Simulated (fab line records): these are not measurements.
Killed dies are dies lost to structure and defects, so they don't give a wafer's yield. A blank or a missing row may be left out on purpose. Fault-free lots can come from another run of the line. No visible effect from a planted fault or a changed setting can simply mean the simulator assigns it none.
Which tool was responsible?    flow nandHarc    12 lots with 36 wafers sampled at 6 steps, on a route of 1302 steps

## WHAT EACH GAUGE READ, for each wafer
NHARC_A_ONON_D2_THK_MEAS_18: measures by ellipsometry. Usual: thkNm 1003 nm, standard deviation 7.8.
lot   measured      on            thkNm (nm)      flag
L954  day 13 16:17  filmMetro-01  1002 1001 1003  
L955  day 14 09:59  filmMetro-01  1004 1003 1004  
L957  day 14 15:07  filmMetro-02  1004 1002 1002  
L958  day 15 05:46  filmMetro-01  992 992 992     
L959  day 16 03:47  filmMetro-02  1000 1002 999   
L960  day 16 03:47  filmMetro-01  1002 1001 1001  
L969  day 19 09:52  filmMetro-01  997 1509 998    OFF
L970  day 20 07:49  filmMetro-01  993 993 1506    OFF
L971  day 20 16:04  filmMetro-01  1006 1007 1009  
L972  day 21 00:13  filmMetro-02  1007 1007 1007  
L973  day 21 17:04  filmMetro-02  1002 1002 1002  
L975  day 22 17:46  filmMetro-01  1003 1003 1004  

NHARC_END_SORT_01. Usual: killedAtArray 52, standard deviation 18; killedAtOther 1.0, standard deviation 1.4; killedAtPeriphery 3.1, standard deviation 2.3; killedDies 56, standard deviation 17; killedOpen 3.0, standard deviation 1.7; killedShort 2.5, standard deviation 1.7.
lot   measured      on         killedAtArray  killedAtOther  killedAtPeriphery  killedDies  killedOpen  killedShort  flag
L969  day 30 13:52  prober-01  49 674 39      0 0 0          2 3 3              51 677 42   1 4 5       2 2 2        OFF
L970  day 31 19:13  prober-01  68 62 675      1 0 0          4 4 2              73 66 677   3 5 0       1 3 2        OFF

## WHICH TOOL RAN EACH LOT (tool, then ch and the chambers of the sampled wafers, then the start)
lot   NHARC_A_CHANNEL_FILL_D1_ETCHBACK_19  NHARC_A_CHANNEL_FILL_D1_ALD_25   NHARC_A_DECK1_JOINT_CMP_13     NHARC_A_ONON_D2_DEP_16
L954  rieSi-03 ch 1,2, day 10 22:38        aldHk-03 ch 0,1,2, day 11 11:23  cmp-04 ch 2,3, day 12 09:09    pecvdOnon-01 ch 0, day 13 15:47
L955  rieSi-01 ch 0,2,3, day 11 04:34      aldHk-02 ch 0,1,2, day 11 18:32  cmp-03 ch 1,2,3, day 12 14:37  pecvdOnon-02 ch 0, day 14 09:29
L957  rieSi-03 ch 0,2,3, day 11 18:05      aldHk-03 ch 1,2,3, day 12 08:34  cmp-03 ch 1,2,3, day 13 05:38  pecvdOnon-01 ch 0, day 14 14:40
L958  rieSi-03 ch 2,3, day 12 05:59        aldHk-03 ch 0,1, day 12 18:40    cmp-02 ch 0,1,3, day 13 16:09  pecvdOnon-01 ch 0, day 15 05:26
L959  rieSi-03 ch 0,1,3, day 13 05:36      aldHk-03 ch 0,1,3, day 13 18:57  cmp-03 ch 0,2,3, day 14 16:54  pecvdOnon-01 ch 0, day 16 03:16
L960  rieSi-01 ch 0,1, day 13 05:36        aldHk-02 ch 0,1,2, day 13 21:02  cmp-04 ch 0,1,2, day 14 16:59  pecvdOnon-04 ch 0, day 16 03:27
L969  rieSi-04 ch 1,2, day 16 18:40        aldHk-03 ch 1,3, day 17 07:08    cmp-04 ch 0,2,3, day 18 05:14  pecvdOnon-02 ch 0, day 19 09:21
L970  rieSi-01 ch 0,2,3, day 17 04:01      aldHk-01 ch 0,1,2, day 17 15:59  cmp-03 ch 0,1,2, day 18 19:17  pecvdOnon-02 ch 0, day 20 07:22
L971  rieSi-03 ch 0,2,3, day 17 12:40      aldHk-02 ch 1,2, day 18 00:51    cmp-04 ch 0,1,2, day 19 03:33  pecvdOnon-04 ch 0, day 20 15:34
L972  rieSi-01 ch 1,2,3, day 18 03:38      aldHk-02 ch 1,2,3, day 18 16:53  cmp-02 ch 0,1,2, day 19 13:49  pecvdOnon-01 ch 0, day 20 23:43
L973  rieSi-04 ch 2,3, day 18 22:13        aldHk-03 ch 0,1,2, day 19 11:25  cmp-03 ch 0,1,2, day 20 08:17  pecvdOnon-01 ch 0, day 21 16:37
L975  rieSi-03 ch 0,2, day 19 11:31        aldHk-03 ch 0,2,3, day 20 01:07  cmp-02 ch 1,2, day 20 22:44    pecvdOnon-02 ch 0, day 22 17:19
- NHARC_A_CHANNEL_FILL_D1_ETCHBACK_19: etches the open film in HBr/Cl2, target depth 5 nm, time 1.7 s.
- NHARC_A_CHANNEL_FILL_D1_ALD_25: deposits SiOx, target thk 60 nm, pulse time 10 s, ald cycles 600.
- NHARC_A_DECK1_JOINT_CMP_13: polishes, target thk 51.023 nm.
- NHARC_A_ONON_D2_DEP_16: target thk 1000 nm.

## WHAT THE TOOLS THEMSELVES READ (means of the sampled wafers that have a number; where no wafer has one, the mark that the record gives instead)
NHARC_A_CHANNEL_FILL_D1_ETCHBACK_19. Usual: drypumpMotorCurrentA 5.4 A, standard deviation 0.36; oesProductAu 1.007 a.u., standard deviation 0.014; throttleValvePct 26.406 %, standard deviation 0.0088.
lot   tool      drypumpMotorCurrentA (A)  oesProductAu (a.u.)  throttleValvePct (%)  flag
L954  rieSi-03  5.2                       1.011                26.410                
L955  rieSi-01  5.8                       1.006                26.400                
L957  rieSi-03  5.4                       1.018                26.405                
L958  rieSi-03  5.2                       1.006                26.414                
L959  rieSi-03  5.4                       1.009                26.396                
L960  rieSi-01  5.5                       0.996                26.411                
L969  rieSi-04  5.5                       1.014                26.407                
L970  rieSi-01  5.8                       1.013                26.398                
L971  rieSi-03  5.4                       1.008                26.402                
L972  rieSi-01  5.6                       1.008                26.411                
L973  rieSi-04  5.5                       1.011                26.401                
L975  rieSi-03  5.3                       0.979                26.418                

NHARC_A_CHANNEL_FILL_D1_ALD_25. Usual: heaterPowerW 451 W, standard deviation 39; precursorPulseHeightRel 1.001, standard deviation 0.02; susceptorTempC 299.99 C, standard deviation 0.18.
lot   tool      heaterPowerW (W)  precursorPulseHeightRel  susceptorTempC (C)  flag
L954  aldHk-03  456               0.995                    300.09              
L955  aldHk-02  466               0.988                    299.84              
L957  aldHk-03  431               0.995                    300.09              
L958  aldHk-03  453               0.980                    300.19              
L959  aldHk-03  436               0.989                    299.83              
L960  aldHk-02  471               0.992                    299.97              
L969  aldHk-03  442               1.002                    300.00              
L970  aldHk-01  425               1.004                    300.10              
L971  aldHk-02  456               0.998                    300.09              
L972  aldHk-02  471               0.997                    300.05              
L973  aldHk-03  449               0.998                    300.07              
L975  aldHk-03  445               0.997                    300.02              

NHARC_A_DECK1_JOINT_CMP_13. Usual: motorCurrentA 12.0 A, standard deviation 0.95; slurryFlowMlMin 150.1, standard deviation 0.52; timeToEndpointS 9 s, standard deviation 3.2.
lot   tool    motorCurrentA (A)  slurryFlowMlMin  timeToEndpointS (s)  flag
L954  cmp-04  11.8               150.6            9                    
L955  cmp-03  11.9               149.8            13                   
L957  cmp-03  11.3               149.6            12                   
L958  cmp-02  12.5               149.9            7                    
L959  cmp-03  12.0               150.1            10                   
L960  cmp-04  11.0               150.0            11                   
L969  cmp-04  12.2               150.1            11                   
L970  cmp-03  12.8               150.0            10                   
L971  cmp-04  11.5               150.0            9                    
L972  cmp-02  12.0               150.0            7                    
L973  cmp-03  12.6               150.2            10                   
L975  cmp-02  12.5               150.0            12                   

NHARC_A_ONON_D2_DEP_16. Usual: susceptorTempC 400.00 C, standard deviation 0.22.
lot   tool          susceptorTempC (C)  flag
L954  pecvdOnon-01  399.98              
L955  pecvdOnon-02  399.86              
L957  pecvdOnon-01  399.72              
L958  pecvdOnon-01  400.22              
L959  pecvdOnon-01  400.04              
L960  pecvdOnon-04  399.92              
L969  pecvdOnon-02  400.13              
L970  pecvdOnon-02  400.13              
L971  pecvdOnon-04  399.86              
L972  pecvdOnon-01  400.02              
L973  pecvdOnon-01  400.09              
L975  pecvdOnon-02  400.32              

## THE ANSWER, worked out from the rows above alone
Rule: a lot counts as off when the mean over its wafers that have a number is more than 3 standard deviations away from the usual mean. Also off: a lot with no number at a reading for which 4 or more lots have one. The other lots that the step has rows for count as sound. The gauges are gone through in route order, then the tools' own readings, and for those a lot's mean is taken as printed above. The first step at which some lot is off is used, and at that step the reading that is off furthest; a lot without a number counts as furthest.
Off, at NHARC_A_ONON_D2_THK_MEAS_18 on thkNm: L969, L970.
A tool fits if, at a process step before that reading, it ran every lot that is off, and no sound lot after the first of them. Not tried: the gauges at NHARC_A_ONON_D2_THK_MEAS_18; whatever is off there is also off at NHARC_END_SORT_01, on other tools, and gauge error can't account for it. Not one of the candidates tried fits.

## WHAT THE SIMULATOR HAD PUT IN
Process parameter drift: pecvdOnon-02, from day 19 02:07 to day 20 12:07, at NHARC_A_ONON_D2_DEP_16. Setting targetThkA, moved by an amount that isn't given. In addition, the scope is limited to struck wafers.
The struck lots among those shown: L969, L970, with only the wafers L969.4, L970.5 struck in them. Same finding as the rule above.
